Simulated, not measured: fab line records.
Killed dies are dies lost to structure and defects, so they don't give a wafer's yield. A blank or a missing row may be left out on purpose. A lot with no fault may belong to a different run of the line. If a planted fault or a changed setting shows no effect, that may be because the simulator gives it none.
fab line records ; flow n5Finfet
record lots=10; wafers=30; lastDay=18
route steps=1938 shown BEOL_M4@1081 BEOL_M5@1113 PASSIVATION@1936
lots that met no fault: from a run of the same line without faults
startH: start of the lot's first displayed wafer, in hours after the record's first day ; waitH: time in hours since the lot's previous step ; " same as the row above ; L1.1+2: a row that stands for several wafers ; - either no value or no given start ; * or withheld: withheld ; < > ~ a bound
route shown NAME@n: NAME is a module with steps in the file, n the number in the route of the first one ; usual: average and standard deviation across the fault-free wafers ; same: alike in all rows ; chamber/n: place in a boat ; sites: per-site readings ; _std_site: their standard deviation ; _edge_site: inner sites' mean taken away from outer sites' mean ; radiusMm: how far each site lies from the wafer's centre ; mask NAME#n: copy n ; behind: the most recent tool/chamber to have shaped the wafer ; hold: reason for holding the lot/hours on hold/outcome of the hold ; device: which transistor (n, p or np) failed to switch ; end of line: the route-end tests of the same wafers ; where a step has no rows: the recipe by itself ; killed: at the first sort, the dies lost to defects and structure; wafer yield is something else ; map: a wafer's dies, marking killed ones x, the rest . and places with no die _
set.NAME: setting as actually run; set.NAME@STEP: the setting as run at that earlier step ; model.NAME: the simulator's own value behind a step, which no gauge read
steps of the route over a sample of lots; a table a step, a row a wafer
services: from which hour (startH, from the record's first day; less than 0 if before it) a tool's chamber was out of use, for how many hours, and why
## steps
# step N5_BEOL_M4_ALD_84
# recipe material=TaN; targetThkA=*; tempC=275; aldPrecursorFamily=PDMAT; aldCoReactant=NH3; pressureTorr=3; carrierFlowSccm=1500; pulseTimeS=2; purgeTimeS=3; coReactantPurgeTimeS=2; coReactantPulseTimeS=3; aldCycles=30; precursorVesselTempC=75; precursorVesselPressureTorr=26.25; precursorVesselCarrierSccm=1000
# usual heaterPowerOuterW=244/29; heaterPowerW=432/49; precursorVesselCarrierSccm=1000/3.3
# same coReactantPurgeTimeS=2
lot.wafer;tool;chamber;startH;waitH;heaterPowerOuterW;heaterPowerW;precursorVesselCarrierSccm
L326.3;aldMetal-02;2;187.22;0.1;293;492;997
L326.4;aldMetal-02;0;187.22;0.1;256;449;998
L326.5;aldMetal-02;2;187.22;0.1;296;471;999
L327.1;aldMetal-01;0;190.29;0.0;196;349;999
L327.2;aldMetal-01;2;190.29;0.0;253;472;1003
L327.4;aldMetal-01;1;190.29;0.0;240;440;1002
L328.1;aldMetal-03;2;196.71;0.1;239;401;999
L328.3;aldMetal-03;1;196.71;0.1;207;364;999
L328.4;aldMetal-03;3;196.71;0.1;259;481;992
L336.1;aldMetal-01;1;247.23;0.2;236;426;998
L336.5;aldMetal-01;1;247.23;0.2;238;424;1003
L336.6;aldMetal-01;0;247.23;0.2;188;347;1003
L338.3;aldMetal-03;1;268.62;0.0;203;364;994
L338.5;aldMetal-03;0;268.62;0.0;205;345;1003
L338.6;aldMetal-03;1;268.62;0.0;204;365;996
L337.1;aldMetal-02;0;271.97;0.3;270;457;999
L337.2;aldMetal-02;3;271.97;0.3;237;440;998
L337.5;aldMetal-02;3;271.97;0.3;234;436;998
L341.1;aldMetal-02;1;280.03;0.0;282;507;999
L341.4;aldMetal-02;0;280.03;0.0;265;455;994
L341.6;aldMetal-02;3;280.03;0.0;235;452;997
L342.1;aldMetal-03;2;282.39;0.0;245;395;998
L342.2;aldMetal-03;0;282.39;0.0;201;338;999
L342.6;aldMetal-03;1;282.39;0.0;205;362;1000
L343.3;aldMetal-02;0;298.19;0.0;262;465;1005
L343.4;aldMetal-02;0;298.19;0.0;253;451;1003
L343.6;aldMetal-02;2;298.19;0.0;287;490;1002
L346.3;aldMetal-02;0;314.37;0.0;264;446;1004
L346.4;aldMetal-02;1;314.37;0.0;278;500;1003
L346.6;aldMetal-02;3;314.37;0.0;234;441;1003
# step N5_BEOL_M4_RS_MEAS_58
# recipe thkMeasGauge=four-point-probe; reads=Co_of_BEOL_M4_CO_CAP_55+Cu_of_BEOL_M4_ECD_50+Co_of_BEOL_M4_CVD_47+TaN_of_BEOL_M4_ALD_84
# usual M4_RS=0.69/0.045
lot.wafer;tool;chamber;startH;waitH;M4_RS[ohm/sq]
L326.3;filmMetro-01;-;190.55;0.1;0.65
L326.4;filmMetro-01;-;190.55;0.1;0.71
L326.5;filmMetro-01;-;190.55;0.1;0.63
L327.1;filmMetro-02;-;193.84;0.0;0.63
L327.2;filmMetro-02;-;193.84;0.0;0.72
L327.4;filmMetro-02;-;193.84;0.0;0.58
L328.1;filmMetro-01;-;201.17;0.0;0.65
L328.3;filmMetro-01;-;201.17;0.0;0.77
L328.4;filmMetro-01;-;201.17;0.0;0.66
L336.1;filmMetro-01;-;250.84;0.0;0.60
L336.5;filmMetro-01;-;250.84;0.0;0.63
L336.6;filmMetro-01;-;250.84;0.0;0.63
L338.3;filmMetro-02;-;275.25;0.1;0.72
L338.5;filmMetro-02;-;275.25;0.1;0.66
L338.6;filmMetro-02;-;275.25;0.1;0.75
L337.1;filmMetro-01;-;280.78;0.0;0.70
L337.2;filmMetro-01;-;280.78;0.0;0.75
L337.5;filmMetro-01;-;280.78;0.0;0.80
L341.1;filmMetro-02;-;286.66;0.0;0.66
L341.4;filmMetro-02;-;286.66;0.0;0.73
L341.6;filmMetro-02;-;286.66;0.0;0.64
L342.1;filmMetro-02;-;288.88;0.0;0.76
L342.2;filmMetro-02;-;288.88;0.0;0.71
L342.6;filmMetro-02;-;288.88;0.0;0.77
L343.3;filmMetro-02;-;301.73;0.1;0.73
L343.4;filmMetro-02;-;301.73;0.1;0.74
L343.6;filmMetro-02;-;301.73;0.1;0.69
L346.3;filmMetro-01;-;317.77;0.1;0.67
L346.4;filmMetro-01;-;317.77;0.1;0.66
L346.6;filmMetro-01;-;317.77;0.1;0.71
# step N5_BEOL_M4_INSPECT_59
# recipe inspectInstrument=darkfield; mode=postDep
# usual rawDefectCount=75/28
lot.wafer;tool;chamber;startH;waitH;rawDefectCount
L326.3;defectInspect-02;-;190.58;0.0;83
L326.4;defectInspect-02;-;190.58;0.0;62
L326.5;defectInspect-02;-;190.58;0.0;80
L327.1;defectInspect-02;-;193.87;0.0;40
L327.2;defectInspect-02;-;193.87;0.0;82
L327.4;defectInspect-02;-;193.87;0.0;64
L328.1;defectInspect-02;-;201.19;0.0;51
L328.3;defectInspect-02;-;201.19;0.0;24
L328.4;defectInspect-02;-;201.19;0.0;69
L336.1;defectInspect-01;-;250.86;0.0;80
L336.5;defectInspect-01;-;250.86;0.0;76
L336.6;defectInspect-01;-;250.86;0.0;148
L338.3;defectInspect-02;-;275.28;0.0;84
L338.5;defectInspect-02;-;275.28;0.0;111
L338.6;defectInspect-02;-;275.28;0.0;103
L337.1;defectInspect-02;-;280.80;0.0;92
L337.2;defectInspect-02;-;280.80;0.0;71
L337.5;defectInspect-02;-;280.80;0.0;81
L341.1;defectInspect-02;-;286.68;0.0;54
L341.4;defectInspect-02;-;286.68;0.0;47
L341.6;defectInspect-02;-;286.68;0.0;36
L342.1;defectInspect-01;-;288.90;0.0;129
L342.2;defectInspect-01;-;288.90;0.0;29
L342.6;defectInspect-01;-;288.90;0.0;43
L343.3;defectInspect-02;-;301.75;0.0;106
L343.4;defectInspect-02;-;301.75;0.0;83
L343.6;defectInspect-02;-;301.75;0.0;105
L346.3;defectInspect-01;-;317.80;0.0;93
L346.4;defectInspect-01;-;317.80;0.0;130
L346.6;defectInspect-01;-;317.80;0.0;98
# step N5_BEOL_M4_RC_MEAS_101
# usual COMB_M4_max_site=8.5e-11/1.9e-11; DIBL_N=37.0/2.3; DIBL_P=37.3/2.8; IOFF_N=0.17/0.046; IOFF_P=0.23/0.054; ION_N=675/14; ION_P=460/9.3; SS_N=71.7/0.73; SS_P=73.6/0.95; VT_N=249/3.9; VT_P=-250/3.9
lot.wafer;tool;chamber;startH;waitH;COMB_M4_max_site[S/m];DIBL_N[mV/V];DIBL_P[mV/V];IOFF_N[nA/um];IOFF_P[nA/um];ION_N[uA/um];ION_P[uA/um];SS_N[mV/dec];SS_P[mV/dec];VT_N[mV];VT_P[mV]
L326.3;prober-02;0;190.91;0.3;1e-10;37.5;37.8;0.18;0.19;682;454;72.0;73.1;248;-252
L326.4;prober-02;0;190.91;0.3;9.9e-11;36.0;36.8;0.16;0.18;676;453;71.0;73.5;249;-254
L326.5;prober-02;0;190.91;0.3;6.2e-11;41.5;43.3;0.27;0.28;694;461;73.1;75.4;244;-246
L327.1;prober-01;0;193.90;0.0;5.9e-11;36.7;38.7;0.17;0.26;681;475;70.8;74.1;248;-247
L327.2;prober-01;0;193.90;0.0;6.2e-11;36.7;36.8;0.16;0.21;671;459;71.5;72.5;251;-251
L327.4;prober-01;0;193.90;0.0;7.7e-11;36.5;38.3;0.16;0.25;679;473;71.2;73.6;251;-247
L328.1;prober-01;0;201.22;0.0;1.26e-10;36.5;38.2;0.19;0.25;691;469;72.1;73.1;246;-247
L328.3;prober-01;0;201.22;0.0;8.8e-11;34.8;36.0;0.14;0.21;653;455;71.9;71.4;251;-248
L328.4;prober-01;0;201.22;0.0;9.5e-11;40.1;43.2;0.28;0.37;701;483;72.7;74.5;242;-242
L336.1;prober-02;0;250.89;0.0;7.02e-10;36.1;38.2;0.19;0.28;670;459;71.0;74.4;243;-245
L336.5;prober-02;0;250.89;0.0;9.06e-10;33.9;34.1;0.14;0.21;674;459;70.5;72.7;251;-250
L336.6;prober-02;0;250.89;0.0;8.9e-11;37.1;38.5;0.23;0.30;695;469;71.8;74.5;241;-245
L338.3;prober-01;0;275.61;0.3;7.9e-11;36.8;37.9;0.16;0.22;677;459;71.4;72.9;249;-250
L338.5;prober-01;0;275.61;0.3;8.1e-11;39.9;41.1;0.19;0.27;679;466;72.4;74.2;248;-249
L338.6;prober-01;0;275.61;0.3;1.09e-10;36.6;36.6;0.16;0.19;673;457;71.0;73.1;248;-252
L337.1;prober-01;0;280.83;0.0;1.16e-10;34.0;32.0;0.10;0.16;656;456;70.8;72.3;256;-253
L337.2;prober-01;0;280.83;0.0;6.7e-11;40.2;40.6;0.21;0.31;663;458;73.1;74.7;250;-247
L337.5;prober-01;0;280.83;0.0;9.8e-11;38.4;38.3;0.18;0.26;656;453;73.0;74.2;247;-249
L341.1;prober-01;0;286.71;0.0;8.7e-11;32.3;33.6;0.11;0.14;657;445;71.2;72.2;256;-257
L341.4;prober-01;0;286.71;0.0;1.12e-10;36.5;38.5;0.18;0.20;679;458;72.3;73.7;249;-252
L341.6;prober-01;0;286.71;0.0;8.6e-11;32.7;34.1;0.12;0.14;663;449;71.1;72.2;254;-258
L342.1;prober-02;0;288.93;0.0;6.4e-11;36.2;33.2;0.15;0.18;670;456;71.6;72.5;253;-253
L342.2;prober-02;0;288.93;0.0;7.9e-11;37.1;35.2;0.17;0.21;676;454;71.7;72.8;250;-253
L342.6;prober-02;0;288.93;0.0;9.3e-11;35.3;33.1;0.13;0.18;677;466;70.6;73.1;252;-250
L343.3;prober-01;0;302.09;0.3;6.4e-11;38.3;39.4;0.20;0.24;673;456;71.8;73.6;247;-251
L343.4;prober-01;0;302.09;0.3;7.9e-11;36.8;38.0;0.17;0.21;671;455;72.3;72.9;250;-252
L343.6;prober-01;0;302.09;0.3;7.5e-11;37.2;38.0;0.18;0.22;666;455;71.8;73.7;248;-250
L346.3;prober-01;0;318.13;0.3;6.3e-11;37.3;38.5;0.16;0.18;675;450;72.0;74.2;252;-257
L346.4;prober-01;0;318.13;0.3;6.6e-11;37.0;38.7;0.17;0.18;675;449;71.9;73.9;251;-256
L346.6;prober-01;0;318.13;0.3;6.8e-11;33.1;34.3;0.10;0.13;656;445;70.3;72.1;256;-258
# step N5_BEOL_M5_CURE_79
# recipe tempC=385; timeS=240; ambient=He/Ar; material=SiCOH_lowk
# usual lampPowerPct=52.31/0.059; wafer_temp_C_max=386.5/0.7
lot.wafer;tool;chamber;startH;waitH;lampPowerPct;wafer_temp_C_max
L326.3;uvCure-03;0;191.79;0.2;52.35;387.5
L326.4;uvCure-03;0;191.79;0.2;52.36;387.7
L326.5;uvCure-03;0;191.79;0.2;52.26;386.8
L327.1;uvCure-02;1;194.92;0.0;52.29;385.8
L327.2;uvCure-02;1;194.92;0.0;52.30;385.7
L327.4;uvCure-02;1;194.92;0.0;52.37;386.1
L328.1;uvCure-02;0;202.26;0.1;52.30;387.6
L328.3;uvCure-02;0;202.26;0.1;52.37;388.2
L328.4;uvCure-02;0;202.26;0.1;52.29;387.4
L336.1;uvCure-02;1;251.91;0.0;52.41;385.9
L336.5;uvCure-02;1;251.91;0.0;52.29;385.9
L336.6;uvCure-02;1;251.91;0.0;52.27;385.8
L338.3;uvCure-03;2;276.50;0.2;52.34;387.3
L338.5;uvCure-03;2;276.50;0.2;52.30;387.9
L338.6;uvCure-03;2;276.50;0.2;52.25;388.0
L337.1;uvCure-02;2;281.88;0.0;52.25;386.3
L337.2;uvCure-02;2;281.88;0.0;52.26;386.7
L337.5;uvCure-02;2;281.88;0.0;52.35;386.0
L341.1;uvCure-01;1;287.73;0.0;52.35;387.2
L341.4;uvCure-01;1;287.73;0.0;52.30;387.9
L341.6;uvCure-01;1;287.73;0.0;52.29;386.8
L342.1;uvCure-01;0;289.95;0.0;52.37;386.4
L342.2;uvCure-01;0;289.95;0.0;52.27;386.7
L342.6;uvCure-01;0;289.95;0.0;52.21;386.3
L343.3;uvCure-02;2;302.96;0.2;52.32;386.2
L343.4;uvCure-02;2;302.96;0.2;52.20;385.6
L343.6;uvCure-02;2;302.96;0.2;52.24;386.1
L346.3;uvCure-03;1;319.03;0.2;52.33;385.9
L346.4;uvCure-03;1;319.03;0.2;52.40;386.2
L346.6;uvCure-03;1;319.03;0.2;52.24;385.8
# step N5_PASSIVATION_PROBE_49
# usual defectLimitedYield=91.5/1.3; killed_at_M0_to_M3=36/10; killed_at_M4_up=13/4.7; killedAtContacts=13/6.7; killedAtFrontEnd=37/9.7; killedAtOther=2.6/2.3; killedDies=101/15; killedOnRim=14/4.3; killedOpen=67/12; killedShort=32/6.7; sort_bin_4_leakage=0.0/0.31; sort_bin_5_function=5.0/0.89; sort_bin_6_memory=3.2/0.63; sort_bin_8_speed=0.01/0.03; sortNPass=1079/16; sortYieldPct=91.4/1.4
# same grossDies=1180; killedAtBackSide=0
lot.wafer;tool;chamber;startH;waitH;defectLimitedYield[%];killed_at_M0_to_M3;killed_at_M4_up;killedAtContacts;killedAtFrontEnd;killedAtOther;killedDies;killedOnRim;killedOpen;killedShort;sort_bin_4_leakage[%];sort_bin_5_function[%];sort_bin_6_memory[%];sort_bin_8_speed[%];sortNPass;sortYieldPct[%]
L336.1;prober-02;-;368.33;0.0;86.1;23;109;9;17;6;164;58;44;20;8.4;3.1;2.2;0;1016;86.1
L336.5;prober-02;-;368.53;0.2;86.6;24;88;15;27;4;158;51;50;26;6.7;3.2;3.0;0;1022;86.6
L336.6;prober-02;-;368.58;0.3;90.8;53;8;6;38;3;108;18;71;35;0;4.2;4.3;0;1072;90.8
# killed by level:class
L336.1 M4:areaAld=99 MOL_CONTACT_COAG:geometricParticle:open=7 BEOL_M1:geometricParticle:open=6 FIN_SAQP:geometricParticle:open=4 GATE_CUT:geometricParticle:short=4 BEOL_M3:geometricParticle:open=4 FIN_SAQP:geometricParticle:short=3 BEOL_M0:geometricParticle:open=3
L336.5 M4:areaAld=79 MOL_CONTACT_COAG:geometricParticle:open=13 FIN_SAQP:geometricParticle:short=6 BEOL_M3:geometricParticle:open=5 FIN_CUT:geometricParticle:short=4 FIN_SAQP:geometricParticle:open=3 STI_FIN_REVEAL:geometricParticle:open=3 BEOL_M0_SAQP:geometricParticle:open=3
L336.6 BEOL_M2:geometricParticle:open=14 BEOL_M3:geometricParticle:open=10 GATE_CUT:geometricParticle:open=7 BEOL_M0_SAQP:geometricParticle:short=6 BEOL_M0_SAQP:geometricParticle:open=6 BEOL_M2:geometricParticle:short=6 DUMMY_GATE:geometricParticle:open=5 MOL_CONTACT_COAG:geometricParticle:open=5
## services
tool;chamber;startH;hours;kind
uvCure-02;-;183.19;11.1;repair
aldMetal-01;-;183.28;2.8;pm
uvCure-03;-;207.59;1.0;pm
aldMetal-01;2;208.95;4.1;repair
aldMetal-03;-;211.50;0.8;repair
aldMetal-03;-;241.79;6.0;pm
uvCure-01;-;247.24;3.4;pm
uvCure-01;-;251.83;0.3;repair
uvCure-02;-;259.52;7.5;pm
aldMetal-03;2;264.24;-;calibration
aldMetal-02;3;284.62;23.8;repair
aldMetal-02;-;299.02;0.4;repair
aldMetal-02;-;304.15;1.0;repair
## key
firstSign step=N5_BEOL_M4_RC_MEAS_101; reading=COMB_M4_max_site; direction=up; sigmas=38; usual=8.5e-11; struck=8.04e-10
effect step=N5_PASSIVATION_PROBE_49; reading=sort_bin_4_leakage; direction=up; sigmas=24; usual=0.0; struck=7.5
moreKillsBornAt N5_BEOL_M4_ALD_84@aldMetal-01=178
metAt N5_BEOL_M4_ALD_84
struckLots L336
struckWafers L336.1,L336.5
notActingAt N5_BEOL_M4_RS_MEAS_58,N5_BEOL_M4_INSPECT_59,N5_BEOL_M5_CURE_79
onsetBetween 190.29 247.23
fault kind=siteProfileDrift; tool=aldMetal-01; chamber=1; onsetH=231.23; steps=N5_BEOL_M4_ALD_84; basis=fraction; maxAbsDrift=0.51875; slopeSharePerHr=115.28; sitePattern=0,0,0,0,0,-1,-1,-1,-1
